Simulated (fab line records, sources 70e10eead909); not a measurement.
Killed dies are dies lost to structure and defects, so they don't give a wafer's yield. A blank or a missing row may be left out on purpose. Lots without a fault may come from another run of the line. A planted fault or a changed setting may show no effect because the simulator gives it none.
fab line records | flow nand_harc
record lots=12 wafers=36 last_day=24
route steps=1159 shown A_SLIT@795 A_WL_FILL@810 END@1159
lots that met no fault: from a run of the same line without faults
start_h: hours from the record's first day to the start of the lot's first wafer shown | wait_h: hours since the lot's step before | " the same as in the row above | L1.1+2: a row that stands for several wafers | - no value, or no start given | * or withheld: withheld | < > ~ a bound
route shown NAME@n: a module of which the file shows steps, and the number in the route of the first | usual: mean/standard deviation of fault-free wafers | same: alike in all rows | chamber/n: place in a boat | sites: the reading at each site | _std_site: their standard deviation | _edge_site: outer sites' mean less inner sites' | radius_mm: how far each site lies from the wafer's centre | mask NAME#n: copy n | behind: the tool/chamber that last shaped the wafer | hold: why the lot was held/for how many hours/how that ended | device: the transistor (n, p or np) that didn't switch | end of line: the same wafers' tests at the end of the route | a step without rows: its recipe alone | killed: dies lost to structure and defects at the first sort, not the wafer's yield | map: a wafer's dies, x killed, . not, _ none there
set.NAME: the setting as run; set.NAME@STEP: as run at that earlier step | model.NAME: the simulator's own value behind a step, which no gauge read
steps of the route over a sample of lots; a table a step, a row a wafer
services: from which hour (start_h, from the record's first day; less than 0 if before it) a tool's chamber was out of use, for how many hours, and why
## steps
# step NHARC_A_SLIT_ETCH_15
# recipe target_depth_a=32000 over_etch_frac=0.3 time_s=832 ion_energy_ev=150 o2_flow_sccm=400 cos_flow_sccm=20 ar_flow_sccm=0 rf_w=500 bias_w=300 chemistry=O2/COS
# usual drypump_motor_current_A=5.8/0.3 oes_product_au=1.003/0.0087 rf_vpp_V=314.2/2.2 showerhead_plenum_p_Torr=3.12/0.13 throttle_valve_pct=28.330/0.0094
# same over_etch_frac=0.3
# columns lot.wafer tool chamber start_h wait_h drypump_motor_current_A oes_product_au rf_hours_counter_h rf_vpp_V showerhead_plenum_p_Torr throttle_valve_pct
L324.1 rie_diel-05 2 - - 6.1 1.004 11 314.7 3.13 28.324
L324.5 " 0 " " 5.8 0.990 - 313.3 3.02 28.341
L324.4 " 2 " " 6.1 1.004 - 315.3 3.13 28.316
L327.3 rie_diel-05 2 - - 6.1 1.008 12 314.9 3.13 28.324
L327.6 " 2 " " 6.0 1.003 - 314.7 3.13 28.332
L327.4 " 0 " " 5.8 0.988 - 313.0 3.02 28.317
L325.4 rie_diel-11 2 - - 5.9 0.987 8 316.8 3.28 28.356
L325.2 " 0 " " 6.1 0.990 10 313.9 3.09 28.331
L325.6 " 2 " " 5.9 0.988 - 316.6 3.28 28.328
L328.3 rie_diel-05 0 - - 5.8 1.004 13 312.1 3.02 28.337
L328.5 " 3 " " 5.6 1.012 - 317.5 3.34 28.324
L328.4 " 2 " " 6.1 1.009 - 314.4 3.13 28.341
L329.3 rie_diel-11 0 - - 6.1 0.995 11 314.0 3.09 28.326
L329.2 " 1 " " 6.3 0.978 11 312.4 3.00 28.311
L329.5 " 3 " " 6.1 0.993 - 315.7 3.22 28.327
L332.3 rie_diel-05 3 - - 5.7 1.002 1 317.9 3.33 28.342
L332.2 " 0 " " 5.8 0.995 1 312.9 3.02 28.346
L332.6 " 2 " " 6.1 1.000 - 314.1 3.13 28.328
L335.1 rie_diel-05 2 - - 6.1 1.001 4 315.8 3.13 28.320
L335.3 " 1 " " 5.1 1.006 4 309.9 2.94 28.335
L335.6 " 2 " " 6.0 1.009 - 313.5 3.13 28.347
L342.2 rie_diel-10 0 - - 5.8 0.996 4 315.5 3.26 28.323
L342.3 " 2 " " 6.0 1.006 5 313.0 2.99 28.319
L342.6 " 1 " " 5.2 1.012 - 313.6 3.16 28.320
L343.3 rie_diel-10 2 - - 6.0 1.020 5 313.2 2.99 28.321
L343.4 " 3 " " 6.0 1.006 5 310.3 2.92 28.332
L343.2 " 0 " " 5.8 1.002 5 314.7 3.26 28.340
L345.2 rie_diel-11 2 - - 6.0 0.994 5 318.0 3.28 28.321
L345.6 " 2 " " 5.9 1.007 - 315.4 3.28 28.316
L345.5 " 3 " " 6.1 0.996 - 317.1 3.22 28.331
L344.4 rie_diel-10 3 - - 5.9 1.015 6 311.3 2.92 28.328
L344.6 " 2 " " 6.0 1.017 - 313.4 2.99 28.319
L344.5 " 3 " " 5.9 1.010 - 309.6 2.92 28.325
L347.4 rie_diel-10 1 - - 5.2 1.028 8 316.4 3.16 28.330
L347.3 " 3 " " 5.9 1.017 7 311.1 2.92 28.323
L347.6 " 2 " " 6.0 1.016 - 311.5 2.99 28.332
# step NHARC_A_WL_FILL_RTA_01
# recipe temp_c=1000 time_s=5
# usual lamp_power_pct=28.5/1.7 lamp_zone_1_pct=28.5/1.7 lamp_zone_3_pct=28.5/1.7 wafer_temp_C_max=1004.5/2.1
# columns lot.wafer tool chamber start_h wait_h lamp_power_pct lamp_zone_1_pct lamp_zone_3_pct wafer_temp_C_max
L324.1 rtp_anneal-01 0 333.82 0.4 30.1 30.0 30.0 1007.7
L324.4 " 0 " " 30.1 30.0 30.0 1006.9
L324.5 " 0 " " 30.0 30.0 30.0 1006.3
L327.3 rtp_anneal-01 0 341.65 - 30.0 30.1 30.0 1005.4
L327.4 " 0 " " 30.1 30.0 30.0 1005.8
L327.6 " 0 " " 30.0 30.1 30.0 1007.1
L325.2 rtp_anneal-01 0 341.91 - 30.0 30.0 30.1 1005.8
L325.4 " 0 " " 30.0 30.1 30.0 1009.3
L325.6 " 0 " " 30.0 30.0 30.0 1006.9
L328.3 rtp_anneal-02 0 341.95 - 26.6 26.5 26.6 1002.4
L328.4 " 0 " " 26.6 26.6 26.6 1003.0
L328.5 " 0 " " 26.6 26.6 26.6 1003.0
L329.2 rtp_anneal-01 0 355.43 0.3 30.0 30.0 30.0 1008.0
L329.3 " 0 " " 30.0 30.0 30.1 1005.4
L329.5 " 0 " " 30.0 30.1 30.1 1006.5
L332.2 rtp_anneal-01 0 373.50 0.4 30.0 30.1 30.0 1006.4
L332.3 " 0 " " 30.1 30.1 30.0 1005.3
L332.6 " 0 " " 30.0 30.0 30.0 1006.9
L335.1 rtp_anneal-02 0 419.20 - 26.6 26.6 26.6 1002.6
L335.3 " 0 " " 26.6 26.6 26.6 1001.9
L335.6 " 0 " " 26.6 26.6 26.6 1001.7
L342.2 rtp_anneal-02 0 427.87 - 26.6 26.6 26.6 1001.9
L342.3 " 0 " " 26.6 26.6 26.6 1002.7
L342.6 " 0 " " 26.6 26.6 26.6 1001.5
L343.2 rtp_anneal-02 0 441.32 - 26.5 26.6 26.6 1002.0
L343.3 " 0 " " 26.6 26.6 26.6 1002.8
L343.4 " 0 " " 26.6 26.6 26.6 1003.2
L345.2 rtp_anneal-01 0 452.23 - 30.1 30.0 30.0 1006.1
L345.5 " 0 " " 30.0 30.0 30.0 1007.8
L345.6 " 0 " " 30.0 30.0 30.0 1006.7
L344.4 rtp_anneal-02 0 452.30 - 26.6 26.7 26.6 1002.6
L344.5 " 0 " " 26.6 26.6 26.6 1002.5
L344.6 " 0 " " 26.6 26.6 26.6 1003.5
L347.3 rtp_anneal-01 0 468.93 - 30.0 30.0 30.1 1005.8
L347.4 " 0 " " 30.1 30.0 30.0 1006.2
L347.6 " 0 " " 30.0 30.0 30.1 1007.2
# step NHARC_A_WL_FILL_ETCHBACK_16
# recipe target_depth_a=880 time_s=17.6 c4f8_flow_sccm=withheld o2_flow_sccm=8 ar_flow_sccm=withheld rf_w=600 bias_w=800 chemistry=C4F8/O2/Ar
# usual oes_product_au=0.985/0.029 rf_vpp_V=726/3.4 run_length_s=38.7/0.49
# columns lot.wafer tool chamber start_h wait_h oes_product_au rf_hours_counter_h rf_vpp_V run_length_s
L324.4 rie_diel-13 3 - - 1.000 2.1 730 38.6
L324.1 " 1 " " 1.008 2.2 722 39.6
L324.5 " 3 " " 1.005 - 731 38.6
L327.3 rie_diel-13 0 - - 0.988 2.6 730 38.1
L327.4 " 1 " " 1.000 2.7 721 39.3
L327.6 " 3 " " 1.000 - 731 38.5
L325.2 rie_diel-13 2 - - 0.981 2.7 729 38.6
L325.4 " 3 " " 0.999 2.6 730 38.6
L325.6 " 0 " " 0.989 - 728 38.2
L328.3 rie_diel-03 3 - - 0.991 8.5 732 38.0
L328.4 " 0 " " 0.980 7.3 723 37.9
L328.5 " 1 " " 1.004 - 724 39.1
L329.2 rie_diel-03 3 - - 0.997 8.7 731 37.9
L329.3 " 0 " " 0.997 7.5 722 38.0
L329.5 " 2 " " 0.992 - 726 38.8
L332.3 rie_diel-02 2 - - 0.974 1.2 727 39.0
L332.2 " 0 " " 0.989 1.3 723 38.7
L332.6 " 2 " " 0.976 - 727 39.4
L335.3 rie_diel-02 1 - - 0.936 2.4 726 39.2
L335.1 " 3 " " 0.925 2.3 720 38.1
L335.6 " 1 " " 0.929 - 727 39.1
L342.2 rie_diel-02 0 - - 1.006 2.5 722 38.9
L342.3 " 1 " " 0.996 2.5 726 39.3
L342.6 " 0 " " 0.994 - 723 39.2
L343.3 rie_diel-03 0 - - 0.989 4.9 723 38.2
L343.4 " 1 " " 0.994 3.7 724 39.3
L343.2 " 3 " " 0.995 4.8 729 37.7
L344.4 rie_diel-02 0 - - 1.000 3.1 723 38.9
L344.6 " 0 " " 0.996 - 721 38.9
L344.5 " 1 " " 1.006 - 725 39.1
L345.2 rie_diel-13 2 - - 0.985 0.2 728 38.5
L345.6 " 0 " " 1.001 - 729 38.2
L345.5 " 2 " " 0.991 - 728 38.6
L347.3 rie_diel-13 2 - - 0.991 0.8 727 38.6
L347.4 " 0 " " 0.995 - 729 38.5
L347.6 " 2 " " 0.993 - 727 39.2
# step NHARC_A_WL_FILL_ETCHBACK_17
# recipe target_depth_a=40 time_s=26.7 chemistry=Cl2/BCl3
# usual drypump_motor_current_A=5.8/0.54 oes_product_au=1.004/0.0068 run_length_s=48.2/0.4
# columns lot.wafer tool chamber start_h wait_h drypump_motor_current_A oes_product_au rf_hours_counter_h run_length_s
L324.1 rie_metal-03 1 348.40 - 5.4 1.008 1.4 48.2
L324.4 " 1 " " 5.4 1.004 - 48.2
L324.5 " 1 " " 5.3 0.998 - 48.3
L327.3 rie_metal-01 0 357.12 - 6.4 1.001 - 48.9
L327.4 " 1 " " 5.5 1.007 - 48.1
L327.6 " 1 " " 5.5 1.011 - 47.9
L325.2 rie_metal-03 1 361.28 - 5.3 1.010 1.7 48.3
L325.4 " 1 " " 5.3 1.011 - 48.1
L325.6 " 1 " " 5.4 1.010 - 48.0
L328.3 rie_metal-02 0 361.32 - 5.0 1.001 - 47.5
L328.4 " 1 " " 5.8 0.998 - 48.0
L328.5 " 0 " " 5.0 1.011 - 47.9
L329.2 rie_metal-02 1 369.89 - 5.8 1.011 4.9 47.6
L329.3 " 1 " " 5.7 1.007 - 47.8
L329.5 " 1 " " 5.8 1.006 - 48.3
L332.2 rie_metal-03 1 392.81 - 5.3 0.998 2.9 48.4
L332.3 " 0 " " 6.5 0.997 - 47.9
L332.6 " 0 " " 6.6 1.011 - 48.2
L335.1 rie_metal-03 0 436.57 - 6.5 1.005 4.4 42.1
L335.3 " 0 " " 6.5 1.017 - 42.5
L335.6 " 0 " " 6.5 1.019 - 42.0
L342.2 rie_metal-03 0 442.78 - 6.6 1.009 4.5 42.1
L342.3 " 1 " " 5.3 1.003 - 48.2
L342.6 " 1 " " 5.3 1.001 - 47.9
L343.2 rie_metal-01 1 459.73 - 5.5 1.007 3.4 47.8
L343.4 " 0 " " 6.4 1.000 - 48.6
L343.3 " 1 " " 5.5 1.011 - 47.9
L345.2 rie_metal-01 0 471.37 - 6.4 1.005 3.7 48.7
L345.6 " 0 " " 6.4 0.998 - 48.7
L345.5 " 1 " " 5.5 1.013 - 47.8
L344.4 rie_metal-02 1 471.39 - 5.8 1.006 - 47.9
L344.5 " 1 " " 5.8 0.998 - 48.1
L344.6 " 1 " " 5.8 1.014 - 47.7
L347.3 rie_metal-01 1 483.45 - 5.5 1.004 - 47.8
L347.4 " 0 " " 6.4 0.995 - 49.2
L347.6 " 1 " " 5.5 1.006 - 48.4
# step NHARC_END_SORT_01
# recipe temp_c=25
# usual killed_at_array=27/11 killed_at_other=0.7/0.93 killed_at_periphery=2.9/1.9 killed_dies=30/11 killed_open=3.1/1.7 killed_short=1.9/1.3
# same gross_dies=677
# columns lot.wafer tool chamber start_h wait_h killed_at_array killed_at_other killed_at_periphery killed_dies killed_open killed_short
L324.1 prober-02 0 437.03 2.5 11 1 2 14 2 2
L324.4 prober-02 0 439.44 3.4 12 2 4 18 5 3
L324.5 prober-02 0 440.24 3.7 16 0 5 21 5 1
L327.3 prober-01 0 438.12 3.1 21 1 3 25 5 4
L327.4 prober-01 0 438.92 3.4 8 0 2 10 3 1
L327.6 prober-01 0 440.54 4.0 19 0 1 20 1 0
L325.2 prober-01 0 445.19 2.8 30 1 4 35 2 2
L325.4 prober-01 0 446.78 3.4 38 1 6 45 4 1
L325.6 prober-01 0 448.38 4.0 40 0 3 43 2 2
L328.3 prober-01 0 453.75 3.1 11 0 3 14 4 3
L328.4 prober-01 0 454.54 3.4 8 0 3 11 4 1
L328.5 prober-01 0 455.34 3.7 12 0 4 16 5 3
L329.2 prober-01 0 464.54 2.8 28 3 1 32 2 2
L329.3 prober-01 0 465.34 3.1 38 2 3 43 1 4
L329.5 prober-01 0 466.94 3.7 29 0 3 32 4 2
L332.2 prober-01 0 483.02 2.8 43 0 2 45 2 1
L332.3 prober-01 0 483.83 3.1 34 0 1 35 4 2
L332.6 prober-01 0 486.26 4.1 30 0 1 31 0 3
L335.1 prober-01 0 523.01 2.5 16 0 3 19 2 1
L335.3 prober-01 0 524.63 3.1 20 0 3 23 2 4
L335.6 prober-01 0 527.06 4.0 29 0 5 34 5 4
L342.2 prober-01 0 558.17 2.8 15 0 1 16 0 2
L342.3 prober-01 0 558.96 3.1 15 0 4 19 4 1
L342.6 prober-01 0 561.36 4.0 12 0 4 16 6 3
L343.2 prober-02 0 558.21 2.8 45 2 4 51 3 1
L343.3 prober-02 0 559.02 3.1 61 1 1 63 3 3
L343.4 prober-02 0 559.82 3.4 50 0 5 55 2 2
L345.2 prober-01 0 568.37 2.8 25 1 6 32 6 1
L345.5 prober-01 0 570.77 3.7 21 0 3 24 6 1
L345.6 prober-01 0 571.57 4.0 34 0 1 35 4 2
L344.4 prober-02 0 569.96 3.4 14 1 1 16 3 1
L344.5 prober-02 0 570.75 3.7 22 1 3 26 3 1
L344.6 prober-02 0 571.55 4.0 21 0 2 23 4 2
L347.3 prober-02 0 576.90 3.1 28 0 5 33 4 3
L347.4 prober-02 0 577.69 3.4 36 0 7 43 3 1
L347.6 prober-02 0 579.28 4.0 31 0 11 42 3 2
# killed by level:class
L324.1 A_STAIRCASE:chamber_film_flake=3 P_M2:chamber_film_flake=2 A_CHANNEL_HOLE_D1:chamber_film_flake=2 A_SLIT:chamber_film_flake=2 A_ONON_D1:geometric_particle:short=1 A_ONON_D1:geometric_particle:open=1 A_WL_FILL:geometric_particle:short=1 A_M1:geometric_particle:open=1
L327.3 A_STAIRCASE:chamber_film_flake=7 A_CONTACT:geometric_particle:open=3 A_WL_FILL:chamber_film_flake=3 A_CONTACT:chamber_film_flake=3 A_WL_FILL:geometric_particle:short=2 A_CONTACT:geometric_particle:short=2 P_M0:geometric_particle:open=1 A_CHANNEL_FILL_D1:geometric_particle:open=1
L327.4 A_CHANNEL_HOLE_D1:chamber_film_flake=3 P_CONTACT:geometric_particle:open=1 A_SGD_CUT:geometric_particle:open=1 A_CONTACT:geometric_particle:short=1 A_CONTACT:geometric_particle:open=1 P_ZERO_WELL:chamber_film_flake=1 A_STAIRCASE:chamber_film_flake=1 A_CONTACT:chamber_film_flake=1
L324.4 A_CHANNEL_HOLE_D1:chamber_film_flake=2 A_STAIRCASE:chamber_film_flake=2 A_CONTACT:chamber_film_flake=2 P_CONTACT:geometric_particle:open=1 P_BONDPAD:geometric_particle:open=1 A_ONON_D1:geometric_particle:short=1 A_CHANNEL_HOLE_D1:geometric_particle:open=1 A_CHANNEL_FILL_D1:geometric_particle:short=1
L324.5 A_STAIRCASE:chamber_film_flake=4 A_CONTACT:geometric_particle:open=2 P_STI:chamber_film_flake=2 P_M2:chamber_film_flake=2 A_CHANNEL_HOLE_D1:chamber_film_flake=2 A_SLIT:chamber_film_flake=2 P_M2:geometric_particle:open=1 A_CHANNEL_FILL_D1:geometric_particle:open=1
L327.6 A_CONTACT:chamber_film_flake=6 A_STAIRCASE:chamber_film_flake=4 A_WL_FILL:chamber_film_flake=4 A_CHANNEL_HOLE_D1:chamber_film_flake=3 A_CHANNEL_FILL_D1:geometric_particle:open=1 P_STI:chamber_film_flake=1 A_SLIT:chamber_film_flake=1
L325.2 A_CHANNEL_HOLE_D1:chamber_film_flake=11 A_STAIRCASE:chamber_film_flake=7 A_SLIT:chamber_film_flake=7 P_STI:chamber_film_flake=3 A_CONTACT:chamber_film_flake=2 A_CONTACT:geometric_particle:open=1 A_M0:geometric_particle:open=1 A_M0:geometric_particle:short=1
L325.4 A_SLIT:chamber_film_flake=14 A_CHANNEL_HOLE_D1:chamber_film_flake=13 A_STAIRCASE:chamber_film_flake=6 P_GATE:chamber_film_flake=3 P_STI:chamber_film_flake=2 P_CONTACT:geometric_particle:open=1 A_ONON_D1:geometric_particle:open=1 A_CHANNEL_FILL_D1:geometric_particle:open=1
L325.6 A_SLIT:chamber_film_flake=15 A_CHANNEL_HOLE_D1:chamber_film_flake=13 A_STAIRCASE:chamber_film_flake=7 P_STI:chamber_film_flake=2 A_SOURCE_PLATE:geometric_particle:short=1 A_ONON_D1:geometric_particle:short=1 A_CHANNEL_FILL_D1:geometric_particle:open=1 A_CONTACT:geometric_particle:open=1
L328.3 A_CONTACT:chamber_film_flake=3 P_M2:geometric_particle:open=2 A_ONON_D1:geometric_particle:short=2 A_STAIRCASE:chamber_film_flake=2 P_M1:geometric_particle:open=1 A_WL_FILL:geometric_particle:short=1 A_CONTACT:geometric_particle:open=1 A_CHANNEL_HOLE_D1:chamber_film_flake=1
L328.4 P_GATE:chamber_film_flake=2 P_CONTACT:geometric_particle:open=1 A_CHANNEL_HOLE_D1:geometric_particle:short=1 A_CHANNEL_HOLE_D1:geometric_particle:open=1 A_CONTACT:geometric_particle:open=1 A_M0:geometric_particle:open=1 A_CHANNEL_HOLE_D1:chamber_film_flake=1 A_STAIRCASE:chamber_film_flake=1
L328.5 A_ONON_D1:geometric_particle:short=2 P_GATE:chamber_film_flake=2 A_CHANNEL_HOLE_D1:chamber_film_flake=2 A_STAIRCASE:chamber_film_flake=2 P_CONTACT:geometric_particle:open=1 P_M2:geometric_particle:open=1 A_ONON_D1:geometric_particle:open=1 A_SGD_CUT:geometric_particle:open=1
L329.2 A_CHANNEL_HOLE_D1:chamber_film_flake=12 A_SLIT:chamber_film_flake=6 A_STAIRCASE:chamber_film_flake=3 THIN_TSV:chamber_film_flake=3 A_WL_FILL:chamber_film_flake=2 A_SOURCE_PLATE:geometric_particle:short=1 A_SLIT:geometric_particle:open=1 A_WL_FILL:geometric_particle:open=1
L329.3 A_CHANNEL_HOLE_D1:chamber_film_flake=17 A_SLIT:chamber_film_flake=10 A_STAIRCASE:chamber_film_flake=5 A_WL_FILL:geometric_particle:short=2 A_CONTACT:chamber_film_flake=2 THIN_TSV:chamber_film_flake=2 P_M0:geometric_particle:open=1 A_CHANNEL_FILL_D1:geometric_particle:short=1
L329.5 A_CHANNEL_HOLE_D1:chamber_film_flake=14 A_SLIT:chamber_film_flake=6 A_CONTACT:chamber_film_flake=4 P_M0:geometric_particle:open=1 A_SOURCE_PLATE:geometric_particle:open=1 A_SOURCE_PLATE:geometric_particle:short=1 A_ONON_D1:geometric_particle:open=1 A_CHANNEL_FILL_D1:geometric_particle:short=1
L332.2 A_SLIT:chamber_film_flake=16 A_CHANNEL_HOLE_D1:chamber_film_flake=14 A_STAIRCASE:chamber_film_flake=9 A_CONTACT:chamber_film_flake=3 P_CONTACT:geometric_particle:open=1 P_M0:geometric_particle:open=1 A_CONTACT:geometric_particle:short=1
L332.3 A_SLIT:chamber_film_flake=10 A_CHANNEL_HOLE_D1:chamber_film_flake=9 A_STAIRCASE:chamber_film_flake=6 A_CONTACT:chamber_film_flake=2 P_CONTACT:geometric_particle:open=1 A_SOURCE_PLATE:geometric_particle:short=1 A_SOURCE_PLATE:geometric_particle:open=1 A_CHANNEL_FILL_D1:geometric_particle:open=1
L332.6 A_CHANNEL_HOLE_D1:chamber_film_flake=11 A_STAIRCASE:chamber_film_flake=7 A_SLIT:chamber_film_flake=6 A_ZERO_WELL:chamber_film_flake=2 P_ZERO_WELL:geometric_particle:short=1 A_SOURCE_PLATE:geometric_particle:short=1 A_ONON_D1:geometric_particle:short=1 A_WL_FILL:chamber_film_flake=1
L335.1 A_STAIRCASE:chamber_film_flake=5 A_ZERO_WELL:chamber_film_flake=4 A_CHANNEL_HOLE_D1:chamber_film_flake=2 A_WL_FILL:chamber_film_flake=2 P_M0:geometric_particle:open=1 A_CHANNEL_FILL_D1:geometric_particle:open=1 A_M0:geometric_particle:short=1 P_GATE:chamber_film_flake=1
L335.3 A_STAIRCASE:chamber_film_flake=10 A_CHANNEL_HOLE_D1:chamber_film_flake=3 A_ONON_D1:geometric_particle:short=2 A_CONTACT:chamber_film_flake=2 P_GATE:geometric_particle:open=1 P_M2:geometric_particle:short=1 A_M0:geometric_particle:open=1 A_M1:geometric_particle:short=1
L335.6 A_CHANNEL_HOLE_D1:chamber_film_flake=9 A_STAIRCASE:chamber_film_flake=7 A_ZERO_WELL:chamber_film_flake=4 A_CONTACT:geometric_particle:open=2 A_M0:geometric_particle:open=2 P_STI:chamber_film_flake=2 P_CONTACT:geometric_particle:short=1 P_M0:geometric_particle:short=1
L342.2 A_CHANNEL_HOLE_D1:chamber_film_flake=10 A_CONTACT:chamber_film_flake=2 A_CHANNEL_FILL_D1:geometric_particle:short=1 A_M0:geometric_particle:short=1 P_M0:chamber_film_flake=1 A_M1:chamber_film_flake=1
L343.2 A_CHANNEL_HOLE_D1:chamber_film_flake=18 A_SLIT:chamber_film_flake=12 A_CONTACT:chamber_film_flake=5 A_WL_FILL:chamber_film_flake=3 A_STAIRCASE:chamber_film_flake=2 A_M1:chamber_film_flake=2 THIN_TSV:chamber_film_flake=2 P_M0:geometric_particle:short=1
L342.3 A_CHANNEL_HOLE_D1:chamber_film_flake=8 A_CONTACT:chamber_film_flake=2 P_CONTACT:geometric_particle:short=1 P_CONTACT:geometric_particle:open=1 A_SOURCE_PLATE:geometric_particle:open=1 A_CHANNEL_FILL_D1:geometric_particle:open=1 A_CONTACT:geometric_particle:open=1 P_GATE:chamber_film_flake=1
L343.3 A_CHANNEL_HOLE_D1:chamber_film_flake=19 A_SLIT:chamber_film_flake=18 A_CONTACT:chamber_film_flake=12 A_CHANNEL_FILL_D1:chamber_film_flake=5 A_CONTACT:geometric_particle:open=2 A_SOURCE_PLATE:geometric_particle:short=1 A_ONON_D1:geometric_particle:short=1 A_BLC:geometric_particle:open=1
L343.4 A_CHANNEL_HOLE_D1:chamber_film_flake=21 A_SLIT:chamber_film_flake=14 A_CONTACT:chamber_film_flake=7 A_CHANNEL_FILL_D1:chamber_film_flake=4 A_M1:chamber_film_flake=2 P_CONTACT:geometric_particle:short=1 P_CONTACT:geometric_particle:open=1 A_WL_FILL:geometric_particle:short=1
L342.6 A_CHANNEL_HOLE_D1:chamber_film_flake=4 P_M0:geometric_particle:open=2 A_CONTACT:geometric_particle:open=2 P_M1:geometric_particle:short=1 A_SOURCE_PLATE:geometric_particle:open=1 A_CHANNEL_FILL_D1:geometric_particle:open=1 A_CONTACT:geometric_particle:short=1 A_BLC:geometric_particle:short=1
L345.2 A_CHANNEL_HOLE_D1:chamber_film_flake=18 P_STI:chamber_film_flake=4 P_M0:geometric_particle:open=2 A_CONTACT:geometric_particle:open=2 A_WL_FILL:geometric_particle:open=1 A_CONTACT:geometric_particle:short=1 STARTING-WAFER:geometric_particle:open=1 A_CHANNEL_FILL_D1:chamber_film_flake=1
L344.4 A_CHANNEL_HOLE_D1:chamber_film_flake=7 A_CHANNEL_FILL_D1:geometric_particle:open=1 A_CHANNEL_FILL_D1:geometric_particle:short=1 A_CONTACT:geometric_particle:open=1 STARTING-WAFER:geometric_particle:open=1 P_M0:chamber_film_flake=1 A_ZERO_WELL:chamber_film_flake=1 A_SGD_CUT:chamber_film_flake=1
L344.5 A_CHANNEL_HOLE_D1:chamber_film_flake=9 A_M0:chamber_film_flake=5 A_SGD_CUT:chamber_film_flake=3 A_CONTACT:chamber_film_flake=3 P_M0:geometric_particle:open=1 P_M2:geometric_particle:open=1 A_CHANNEL_FILL_D1:geometric_particle:open=1 P_BONDPAD:chamber_film_flake=1
L345.5 A_CHANNEL_HOLE_D1:chamber_film_flake=15 A_STAIRCASE:geometric_particle:open=2 A_CONTACT:geometric_particle:open=2 P_CONTACT:geometric_particle:open=1 P_M0:geometric_particle:short=1 A_CHANNEL_HOLE_D1:geometric_particle:open=1 P_STI:chamber_film_flake=1 A_WL_FILL:chamber_film_flake=1
L344.6 A_CHANNEL_HOLE_D1:chamber_film_flake=5 A_SLIT:chamber_film_flake=3 A_WL_FILL:chamber_film_flake=3 A_CONTACT:chamber_film_flake=2 A_M0:chamber_film_flake=2 P_GATE:geometric_particle:open=1 A_SOURCE_PLATE:geometric_particle:open=1 A_CHANNEL_FILL_D1:geometric_particle:short=1
L345.6 A_CHANNEL_HOLE_D1:chamber_film_flake=23 A_STAIRCASE:chamber_film_flake=3 A_CHANNEL_FILL_D1:geometric_particle:short=2 A_WL_FILL:geometric_particle:open=2 A_CHANNEL_FILL_D1:geometric_particle:open=1 A_CONTACT:geometric_particle:open=1 P_GATE:chamber_film_flake=1 A_CHANNEL_FILL_D1:chamber_film_flake=1
L347.3 A_SLIT:chamber_film_flake=13 A_CHANNEL_HOLE_D1:chamber_film_flake=5 P_GATE:chamber_film_flake=3 A_WL_FILL:chamber_film_flake=2 P_M0:geometric_particle:open=1 A_SGD_CUT:geometric_particle:short=1 A_WL_FILL:geometric_particle:short=1 A_WL_FILL:geometric_particle:open=1
L347.4 A_SLIT:chamber_film_flake=22 A_CHANNEL_HOLE_D1:chamber_film_flake=9 P_GATE:chamber_film_flake=6 A_CONTACT:chamber_film_flake=2 P_GATE:geometric_particle:open=1 A_CHANNEL_FILL_D1:geometric_particle:open=1 A_SGD_CUT:geometric_particle:open=1 A_WL_FILL:geometric_particle:short=1
L347.6 A_SLIT:chamber_film_flake=15 A_CONTACT:chamber_film_flake=8 P_GATE:chamber_film_flake=7 P_ZERO_WELL:chamber_film_flake=2 A_ZERO_WELL:chamber_film_flake=2 A_CHANNEL_HOLE_D1:chamber_film_flake=2 P_CONTACT:geometric_particle:open=1 A_SOURCE_PLATE:geometric_particle:short=1
## services
# columns tool chamber start_h hours kind
rtp_anneal-02 - 300.11 12.0 pm
rie_metal-03 1 302.88 13.7 repair
rie_diel-02 - 327.70 9.0 pm
rie_metal-01 - 332.00 9.0 pm
rie_diel-11 3 337.36 2.3 repair
rie_diel-05 - 340.60 9.0 pm
rie_metal-03 1 346.30 1.0 repair
rie_diel-10 - 353.56 9.0 pm
rtp_anneal-01 - 356.48 4.3 repair
rie_metal-03 - 359.36 0.3 repair
rie_diel-11 - 366.59 9.0 pm
rie_diel-10 1 387.89 8.2 repair
rie_metal-02 - 388.00 9.0 pm
rie_diel-03 - 392.30 9.0 pm
rie_metal-03 - 396.03 0.2 repair
rie_metal-01 - 396.60 0.2 repair
rie_metal-01 1 397.45 1.2 repair
rie_diel-13 1 407.02 9.5 repair
rie_diel-05 - 433.74 21.9 repair
rie_diel-13 1 452.23 32.5 repair
rie_diel-13 - 453.00 9.0 pm
rie_metal-03 - 453.00 9.0 pm
rie_diel-10 0 461.30 3.4 repair
rie_diel-05 3 467.74 11.9 repair
## key
first_sign step=NHARC_A_WL_FILL_ETCHBACK_17 reading=run_length_s direction=down sigmas=15 usual=* struck=*
effect none on later readings
met_at NHARC_A_WL_FILL_ETCHBACK_17
struck_lots L335,L342
struck_wafers L335.1,L335.3,L335.6,L342.2
tester_left_out L335,L342
not_acting_at NHARC_A_SLIT_ETCH_15,NHARC_A_WL_FILL_RTA_01,NHARC_A_WL_FILL_ETCHBACK_16
onset_between 392.81 436.57
fault kind=process_parameter_drift tool=rie_metal-03 chamber=0 onset_h=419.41 steps=NHARC_A_WL_FILL_ETCHBACK_17 channel=time_s offset=* shape=step end_h=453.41 acts_in=* stated=*
# tester_left_out: of these lots the tester's yield and bins aren't shown, on N5 and GAA mostly nor the transistor test; their killed dies are dies lost to structure and defects alone, not to doping, threshold or leakage, so they don't give the yield
